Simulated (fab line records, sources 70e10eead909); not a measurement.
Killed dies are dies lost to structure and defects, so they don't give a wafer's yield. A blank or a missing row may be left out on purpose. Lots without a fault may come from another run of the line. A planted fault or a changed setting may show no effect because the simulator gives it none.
fab line records | flow nand_harc
record lots=12 wafers=36 last_day=25
route steps=1159 shown A_CONTACT@942 END@1159
lots that met no fault: from a run of the same line without faults
start_h: hours from the record's first day to the start of the lot's first wafer shown | wait_h: hours since the lot's step before | " the same as in the row above | L1.1+2: a row that stands for several wafers | - no value, or no start given | * or withheld: withheld | < > ~ a bound
route shown NAME@n: a module of which the file shows steps, and the number in the route of the first | usual: mean/standard deviation of fault-free wafers | same: alike in all rows | chamber/n: place in a boat | sites: the reading at each site | _std_site: their standard deviation | _edge_site: outer sites' mean less inner sites' | radius_mm: how far each site lies from the wafer's centre | mask NAME#n: copy n | behind: the tool/chamber that last shaped the wafer | hold: why the lot was held/for how many hours/how that ended | device: the transistor (n, p or np) that didn't switch | end of line: the same wafers' tests at the end of the route | a step without rows: its recipe alone | killed: dies lost to structure and defects at the first sort, not the wafer's yield | map: a wafer's dies, x killed, . not, _ none there
set.NAME: the setting as run; set.NAME@STEP: as run at that earlier step | model.NAME: the simulator's own value behind a step, which no gauge read
steps of the route over a sample of lots; a table a step, a row a wafer
services: from which hour (start_h, from the record's first day; less than 0 if before it) a tool's chamber was out of use, for how many hours, and why
## steps
# step NHARC_A_CONTACT_ETCH_31
# recipe target_depth_a=20000 over_etch_frac=0.3 time_s=520 ion_energy_ev=150 o2_flow_sccm=400 cos_flow_sccm=20 ar_flow_sccm=0 rf_w=500 bias_w=300 chemistry=O2/COS
# usual bias_w=299.9/1 chamber_pressure_mTorr=20.000/0.018 drypump_motor_current_A=5.7/0.52 oes_product_au=0.999/0.01 rf_vpp_V=313.8/1.9 showerhead_plenum_p_Torr=3.10/0.12 throttle_valve_pct=28.329/0.0084
# columns lot.wafer tool chamber start_h wait_h bias_w chamber_pressure_mTorr drypump_motor_current_A oes_product_au rf_hours_counter_h rf_vpp_V showerhead_plenum_p_Torr throttle_valve_pct
L460.2 rie_diel-07 2 382.22 - 301.6 20.003 4.9 0.991 60 311.6 3.10 28.338
L460.3 " 1 " " 300.0 19.976 6.1 1.006 50 312.3 2.92 28.328
L460.5 " 3 " " 299.9 19.992 5.7 1.004 - 315.8 3.34 28.336
L461.2 rie_diel-08 1 391.41 - 299.8 19.980 6.6 1.004 18 314.2 3.02 28.338
L461.4 " 2 " " 299.8 20.009 6.1 1.012 16 313.3 3.09 28.318
L461.3 " 3 " " 300.7 20.007 5.2 1.001 16 311.7 2.96 28.328
L462.4 rie_diel-08 1 395.81 - 299.6 20.005 6.6 0.992 19 313.0 3.02 28.337
L462.6 " 0 " " 298.7 19.999 5.6 1.013 - 314.6 3.13 28.339
L462.5 " 1 " " 300.3 19.988 6.6 0.991 - 312.4 3.02 28.331
L465.1 rie_diel-05 1 412.28 - 300.1 19.973 6.1 1.002 24 313.7 3.12 28.325
L465.3 " 2 " " 299.4 19.992 6.3 1.018 23 317.2 3.33 28.331
L465.6 " 2 " " 300.3 19.982 6.3 1.001 - 316.2 3.33 28.333
L471.2 rie_diel-08 2 435.29 - 298.4 19.997 6.1 1.009 26 312.8 3.09 28.331
L471.3 " 3 " " 298.9 19.979 5.2 0.995 26 312.8 2.96 28.324
L471.4 " 0 " " 301.9 19.986 5.6 1.017 28 312.7 3.13 28.332
L470.4 rie_diel-07 1 444.82 - - - - - - - - -
L470.5 " 3 " " - - - - - - - -
L470.6 " 0 " " - - - - - - - -
L472.1 rie_diel-08 2 452.45 - - - - - - - - -
L472.2 " 3 " " - - - - - - - -
L472.4 " 0 " " - - - - - - - -
L479.1 rie_diel-08 0 496.22 - 297.2 20.020 5.6 0.992 2 315.1 3.12 28.322
L479.4 " 3 " " 301.5 20.021 5.2 0.999 2 311.1 2.95 28.338
L479.6 " 0 " " 298.0 20.048 5.6 0.995 - 312.4 3.12 28.331
L480.4 rie_diel-08 3 499.51 - 298.7 20.004 5.2 1.008 3 311.5 2.95 28.327
L480.2 " 0 " " 299.2 19.993 5.6 0.995 3 312.6 3.12 28.324
L480.3 " 1 " " 300.9 19.997 6.5 1.005 3 313.1 3.01 28.336
L481.2 rie_diel-07 2 504.07 - 300.2 20.056 4.9 0.993 33 313.9 3.08 28.325
L481.4 " 3 " " 299.4 20.011 5.7 0.992 32 317.3 3.32 28.331
L481.1 " 0 " " 299.6 19.995 5.3 0.987 31 313.5 3.03 28.334
L483.3 rie_diel-07 3 518.60 - 298.6 20.032 5.7 0.984 38 318.1 3.32 28.325
L483.5 " 3 " " 299.9 19.990 5.7 0.991 - 315.9 3.32 28.319
L483.6 " 0 " " 299.8 19.996 5.3 0.995 - 313.5 3.03 28.325
L482.1 rie_diel-08 0 533.52 - 298.6 19.986 5.6 0.987 9 312.8 3.12 28.319
L482.4 " 1 " " 300.0 19.980 6.5 0.992 9 312.9 3.01 28.331
L482.3 " 2 " " 300.5 20.014 6.1 1.001 10 314.0 3.08 28.337
# step NHARC_A_CONTACT_ETCH_137
# recipe source_w=withheld pressure_mtorr=20 bias_v=3000 time_s=132 target_depth_a=12870 ar_flow_sccm=withheld c4f8_flow_sccm=withheld o2_flow_sccm=withheld chemistry=C4F8/O2/Ar
# usual chamber_pressure_mTorr=19.999/0.02 oes_air_line_au=0.996/0.021
# columns lot.wafer tool chamber start_h wait_h chamber_pressure_mTorr oes_air_line_au rf_hours_counter_h
L460.2 har_cap_etch-03 0 383.08 0.1 19.974 1.000 81
L460.3 " 1 " " 20.006 1.031 -
L460.5 " 0 " " 20.008 0.985 -
L461.2 har_cap_etch-02 0 392.24 0.1 20.011 1.000 15
L461.3 " 1 " " 19.985 0.951 -
L461.4 " 0 " " 19.985 0.981 -
L462.4 har_cap_etch-02 1 396.68 0.1 19.995 1.004 -
L462.5 " 0 " " 19.995 1.007 -
L462.6 " 1 " " 19.989 0.994 -
L465.1 har_cap_etch-01 0 413.14 0.1 20.021 0.981 63
L465.3 " 0 " " 20.007 1.002 -
L465.6 " 0 " " 20.018 0.998 -
L471.2 har_cap_etch-01 0 436.10 0.1 19.932 1.023 67
L471.4 " 0 " " 19.964 1.008 -
L471.3 " 1 " " 19.994 0.984 -
L470.4 har_cap_etch-03 0 445.65 0.1 20.015 0.973 -
L470.5 " 1 " " 19.997 0.962 -
L470.6 " 0 " " 20.013 1.014 -
L472.2 har_cap_etch-01 0 453.29 0.1 20.036 0.974 71
L472.1 " 1 " " 20.006 0.993 71
L472.4 " 1 " " 19.978 0.957 -
L479.1 har_cap_etch-02 0 497.08 0.1 20.012 1.028 34
L479.4 " 1 " " 19.977 0.996 -
L479.6 " 0 " " 20.000 0.982 -
L480.2 har_cap_etch-02 1 500.34 0.1 20.010 1.000 35
L480.4 " 0 " " 20.006 0.938 -
L480.3 " 1 " " 19.958 0.973 -
L481.2 har_cap_etch-01 0 504.88 0.1 19.950 0.971 80
L481.1 " 1 " " 20.022 0.968 80
L481.4 " 0 " " 19.983 1.011 -
L483.3 har_cap_etch-01 0 519.61 0.1 19.981 1.005 -
L483.6 " 1 " " 20.027 0.979 -
L483.5 " 0 " " 20.030 1.004 -
L482.1 har_cap_etch-03 1 534.38 0.1 19.991 1.008 108
L482.3 " 0 " " 19.972 1.006 -
L482.4 " 1 " " 20.001 0.992 -
# step NHARC_A_CONTACT_ETCH_98
# recipe target_depth_a=200 over_etch_frac=0.5 time_s=10 ion_energy_ev=250 c4f6_flow_sccm=25 o2_flow_sccm=20 ar_flow_sccm=500 rf_w=600 bias_w=500 chemistry=C4F6/O2
# usual bias_w=500.0/1.4 c4f6_flow_sccm=25.00/0.076 drypump_motor_current_A=5.8/0.53 oes_product_au=0.963/0.024 rf_vpp_V=546.1/2.8 showerhead_plenum_p_Torr=3.88/0.13 throttle_valve_pct=26.905/0.0086
# columns lot.wafer tool chamber start_h wait_h bias_w c4f6_flow_sccm drypump_motor_current_A oes_product_au rf_hours_counter_h rf_vpp_V showerhead_plenum_p_Torr throttle_valve_pct
L460.2 rie_diel-08 3 - - 500.6 24.93 5.2 0.986 15 543.2 3.73 26.912
L460.3 " 2 " " 497.5 25.00 6.1 0.998 15 546.9 3.89 26.897
L460.5 " 3 " " 502.8 25.02 5.2 0.992 - 542.5 3.73 26.899
L461.2 rie_diel-08 2 - - 499.8 25.08 6.1 0.955 17 545.9 3.89 26.913
L461.4 " 0 " " 499.0 25.06 5.6 0.998 19 548.8 3.94 26.906
L461.3 " 1 " " 499.0 25.11 6.6 0.960 18 543.9 3.80 26.909
L462.4 rie_diel-08 0 - - 499.4 25.04 5.6 0.948 20 547.2 3.94 26.894
L462.5 " 3 " " 497.9 24.93 5.2 0.937 - 542.0 3.73 26.912
L462.6 " 0 " " 499.2 25.12 5.6 0.955 - 549.9 3.94 26.906
L465.1 rie_diel-08 2 - - 502.0 25.22 6.1 0.932 22 547.0 3.89 26.915
L465.3 " 0 " " 500.4 25.19 5.6 0.963 23 547.2 3.93 26.908
L465.6 " 1 " " 502.0 25.09 6.5 0.934 - 544.1 3.80 26.902
L471.4 rie_diel-08 0 - - 497.4 24.95 5.5 0.977 28 546.9 3.93 26.928
L471.2 " 1 " " 501.3 24.98 6.5 0.969 28 544.7 3.80 26.891
L471.3 " 3 " " 501.7 24.90 5.2 0.949 26 543.4 3.72 26.909
L470.4 rie_diel-05 3 - - 501.5 24.88 5.0 1.010 38 549.0 4.03 26.904
L470.6 " 1 " " 501.4 24.88 6.1 0.999 - 546.1 3.91 26.905
L470.5 " 2 " " 499.1 24.91 6.3 0.998 - 551.1 4.16 26.906
L472.4 rie_diel-05 2 - - 497.5 24.86 6.3 0.933 39 552.0 4.16 26.919
L472.1 " 3 " " 499.8 25.21 5.0 0.933 42 550.4 4.03 26.895
L472.2 " 1 " " 499.0 25.01 6.1 0.943 39 546.9 3.91 26.900
L479.4 rie_diel-08 0 - - 497.7 24.97 5.6 0.938 3 547.2 3.93 26.915
L479.1 " 1 " " 498.4 24.88 6.5 0.942 2 545.0 3.79 26.917
L479.6 " 3 " " 499.3 25.04 5.2 0.948 - 543.5 3.72 26.904
L480.4 rie_diel-07 2 - - 500.3 25.04 4.9 0.996 32 546.6 3.87 26.900
L480.2 " 3 " " 501.1 25.07 5.7 0.984 31 552.2 4.17 26.908
L480.3 " 1 " " 499.2 25.02 6.1 0.992 30 542.1 3.66 26.902
L481.2 rie_diel-08 2 - - 500.0 24.97 6.1 0.922 4 544.8 3.88 26.895
L481.4 " 3 " " 500.2 24.95 5.2 0.952 4 541.9 3.72 26.897
L481.1 " 0 " " 503.9 24.90 5.6 0.941 4 545.5 3.92 26.917
L483.3 rie_diel-08 3 - - 498.6 25.01 5.2 1.003 6 544.0 3.72 26.908
L483.5 " 3 " " 497.4 24.93 5.2 1.002 - 541.7 3.71 26.897
L483.6 " 0 " " 498.6 24.93 5.6 0.962 - 546.7 3.92 26.902
L482.3 rie_diel-05 0 - - 500.2 25.08 5.3 0.992 3 550.7 4.11 26.884
L482.4 " 1 " " 501.9 25.09 6.1 1.003 4 546.9 3.89 26.895
L482.1 " 2 " " 500.1 24.90 6.3 1.011 4 550.2 4.14 26.901
# step NHARC_A_CONTACT_CD_MEAS_15
# usual cd_nm=89.9/0.39
# columns lot.wafer tool chamber start_h wait_h cd_nm
L460.2 cd_sem-01 - 383.93 - 89.5
L460.3 " - " " 88.9
L460.5 " - " " 89.2
L461.2 cd_sem-01 - 393.11 - 89.9
L461.3 " - " " 89.7
L461.4 " - " " 89.1
L462.4 cd_sem-01 - 397.49 - 90.0
L462.5 " - " " 89.8
L462.6 " - " " 90.4
L465.1 cd_sem-01 - 413.99 - 89.6
L465.3 " - " " 89.8
L465.6 " - " " 89.5
L471.2 cd_sem-03 - 437.00 - 89.9
L471.3 " - " " 89.1
L471.4 " - " " 89.9
L470.4 cd_sem-02 - 446.49 - 89.7
L470.5 " - " " 90.1
L470.6 " - " " 89.1
L472.1 cd_sem-01 - 454.16 - 90.2
L472.2 " - " " 90.5
L472.4 " - " " 89.2
L479.1 cd_sem-02 - 497.93 - 90.2
L479.4 " - " " 89.8
L479.6 " - " " 89.9
L480.2 cd_sem-03 - 501.20 - 90.1
L480.3 " - " " 90.5
L480.4 " - " " 89.9
L481.1 cd_sem-03 - 505.74 - 88.9
L481.2 " - " " 89.9
L481.4 " - " " 89.7
L483.3 cd_sem-03 - 520.59 - 90.1
L483.5 " - " " 90.5
L483.6 " - " " 89.7
L482.1 cd_sem-01 - 535.27 - 89.9
L482.3 " - " " 90.3
L482.4 " - " " 89.7
# step NHARC_END_SORT_01
# recipe temp_c=25
# usual killed_at_array=27/12 killed_at_other=0.8/1 killed_at_periphery=4.0/2.5 killed_dies=32/11 killed_open=3.3/1.8 killed_short=2.0/1.5
# same gross_dies=677
# columns lot.wafer tool chamber start_h wait_h killed_at_array killed_at_other killed_at_periphery killed_dies killed_open killed_short
L470.4 prober-01 0 499.66 3.4 669 0 8 677 5 2
L470.5 prober-01 0 500.47 3.7 669 0 8 677 2 1
L470.6 prober-01 0 501.29 4.1 671 0 6 677 5 3
L472.1 prober-02 0 504.21 2.5 675 0 2 677 3 2
L472.2 prober-02 0 505.00 2.8 671 2 4 677 4 6
L472.4 prober-02 0 506.59 3.4 675 0 2 677 4 0
L480.2 prober-02 0 558.39 2.8 53 1 2 56 1 4
L480.3 prober-02 0 559.18 3.1 52 1 1 54 2 2
L480.4 prober-02 0 559.97 3.4 40 1 1 42 2 0
L483.3 prober-02 0 574.30 3.1 14 2 9 25 4 0
L483.5 prober-02 0 575.92 3.7 20 3 6 29 2 2
L483.6 prober-02 0 576.74 4.1 11 2 7 20 3 0
# killed by level:class
L470.4 A_CONTACT:area_etch=645 A_SLIT:chamber_film_flake=12 A_CHANNEL_HOLE_D1:chamber_film_flake=3 A_CONTACT:chamber_film_flake=3 P_ZERO_WELL:chamber_film_flake=2 P_M2:chamber_film_flake=2 A_STAIRCASE:chamber_film_flake=2 P_CONTACT:geometric_particle:open=1
L470.5 A_CONTACT:area_etch=641 A_SLIT:chamber_film_flake=14 P_ZERO_WELL:chamber_film_flake=5 A_CHANNEL_HOLE_D1:chamber_film_flake=3 A_SGD_CUT:chamber_film_flake=3 A_CONTACT:chamber_film_flake=3 P_M2:chamber_film_flake=2 A_ONON_D1:geometric_particle:short=1
L470.6 A_CONTACT:area_etch=642 A_SLIT:chamber_film_flake=10 A_CONTACT:chamber_film_flake=6 A_CHANNEL_HOLE_D1:chamber_film_flake=4 P_ZERO_WELL:chamber_film_flake=3 A_CHANNEL_FILL_D1:geometric_particle:short=2 P_GATE:geometric_particle:short=1 P_CONTACT:geometric_particle:open=1
L472.1 A_CONTACT:area_etch=644 A_CHANNEL_HOLE_D1:chamber_film_flake=13 A_SLIT:chamber_film_flake=10 A_WL_FILL:chamber_film_flake=2 P_CONTACT:geometric_particle:short=1 P_M0:geometric_particle:open=1 A_CHANNEL_FILL_D1:geometric_particle:short=1 A_CONTACT:geometric_particle:open=1
L472.2 A_CONTACT:area_etch=625 A_CHANNEL_HOLE_D1:chamber_film_flake=21 A_SLIT:chamber_film_flake=10 A_STAIRCASE:chamber_film_flake=4 P_CONTACT:geometric_particle:short=2 A_WL_FILL:geometric_particle:short=2 A_CONTACT:chamber_film_flake=2 P_CONTACT:geometric_particle:open=1
L472.4 A_CONTACT:area_etch=634 A_CHANNEL_HOLE_D1:chamber_film_flake=21 A_SLIT:chamber_film_flake=14 A_STAIRCASE:chamber_film_flake=2 A_CONTACT:chamber_film_flake=2 P_GATE:geometric_particle:open=1 P_M0:geometric_particle:open=1 A_ONON_D1:geometric_particle:open=1
L480.2 A_CHANNEL_HOLE_D1:chamber_film_flake=19 A_SLIT:chamber_film_flake=17 A_CONTACT:chamber_film_flake=7 A_STAIRCASE:chamber_film_flake=5 A_M0:geometric_particle:short=2 P_M0:geometric_particle:open=1 A_SOURCE_PLATE:geometric_particle:short=1 A_CONTACT:geometric_particle:short=1
L480.3 A_CHANNEL_HOLE_D1:chamber_film_flake=22 A_SLIT:chamber_film_flake=13 A_CONTACT:chamber_film_flake=8 A_STAIRCASE:chamber_film_flake=3 A_M1:chamber_film_flake=3 P_CONTACT:geometric_particle:open=1 A_ONON_D1:geometric_particle:open=1 A_ONON_D1:geometric_particle:short=1
L480.4 A_CHANNEL_HOLE_D1:chamber_film_flake=21 A_SLIT:chamber_film_flake=13 A_STAIRCASE:chamber_film_flake=3 A_CONTACT:chamber_film_flake=3 P_CONTACT:geometric_particle:open=1 STARTING-WAFER:geometric_particle:open=1
L483.3 P_M1:chamber_film_flake=6 A_CHANNEL_HOLE_D1:chamber_film_flake=5 A_CONTACT:chamber_film_flake=5 A_ONON_D1:geometric_particle:open=2 P_STI:chamber_film_flake=2 THIN_TSV:chamber_film_flake=2 P_CONTACT:geometric_particle:open=1 A_M0:geometric_particle:open=1
L483.5 A_CHANNEL_HOLE_D1:chamber_film_flake=6 A_CONTACT:chamber_film_flake=5 P_M1:chamber_film_flake=4 A_STAIRCASE:chamber_film_flake=4 THIN_TSV:chamber_film_flake=3 A_CONTACT:geometric_particle:short=2 P_STI:chamber_film_flake=2 A_M0:geometric_particle:open=1
L483.6 P_M1:chamber_film_flake=6 A_CHANNEL_HOLE_D1:chamber_film_flake=4 A_STAIRCASE:chamber_film_flake=2 THIN_TSV:chamber_film_flake=2 P_GATE:geometric_particle:open=1 A_WL_FILL:geometric_particle:open=1 A_BLC:geometric_particle:open=1 A_CHANNEL_FILL_D1:chamber_film_flake=1
## services
# columns tool chamber start_h hours kind
rie_diel-08 0 360.04 - clean
rie_diel-08 1 360.04 - clean
rie_diel-08 2 360.04 - clean
rie_diel-08 3 360.04 - clean
har_cap_etch-02 - 368.56 0.1 repair
rie_diel-08 3 375.86 2.3 repair
rie_diel-08 0 384.60 - clean
rie_diel-08 1 384.60 - clean
rie_diel-08 2 384.60 - clean
rie_diel-08 3 384.60 - clean
rie_diel-05 0 394.89 4.7 repair
rie_diel-07 3 395.32 2.2 repair
rie_diel-07 - 405.70 9.0 pm
rie_diel-08 0 409.17 - clean
rie_diel-08 1 409.17 - clean
rie_diel-08 2 409.17 - clean
rie_diel-08 3 409.17 - clean
rie_diel-08 0 433.67 - clean
rie_diel-08 1 433.67 - clean
rie_diel-08 2 433.67 - clean
rie_diel-08 3 433.67 - clean
rie_diel-07 - 477.77 0.5 repair
rie_diel-08 0 511.88 5.2 repair
rie_diel-05 - 517.63 9.0 pm
## key
first_sign step=NHARC_A_CONTACT_ETCH_31 reading=tool_record direction=missing
effect step=NHARC_END_SORT_01 reading=killed_dies direction=up sigmas=58 usual=32 struck=677
more_kills_born_at NHARC_A_CONTACT_ETCH_31@rie_diel-07=1928 NHARC_A_CONTACT_ETCH_31@rie_diel-08=1903
met_at NHARC_A_CONTACT_ETCH_31
struck_lots L470,L472
later_rows_left_out L470.4,L470.5,L470.6,L472.1,L472.2,L472.4
tester_left_out L470,L472
not_acting_at NHARC_A_CONTACT_ETCH_137,NHARC_A_CONTACT_ETCH_98,NHARC_A_CONTACT_CD_MEAS_15
onset_between 435.29 444.82
fault kind=skipped_step_whole tool=rie_diel-07,rie_diel-08 chamber=- onset_h=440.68 steps=NHARC_A_CONTACT_ETCH_31 scope=struck_lots_only
# tester_left_out: of these lots the tester's yield and bins aren't shown, on N5 and GAA mostly nor the transistor test; their killed dies are dies lost to structure and defects alone, not to doping, threshold or leakage, so they don't give the yield
# later_rows_left_out: the simulator's readings of these wafers behind a module that went badly wrong aren't trusted and aren't shown, but for the sort
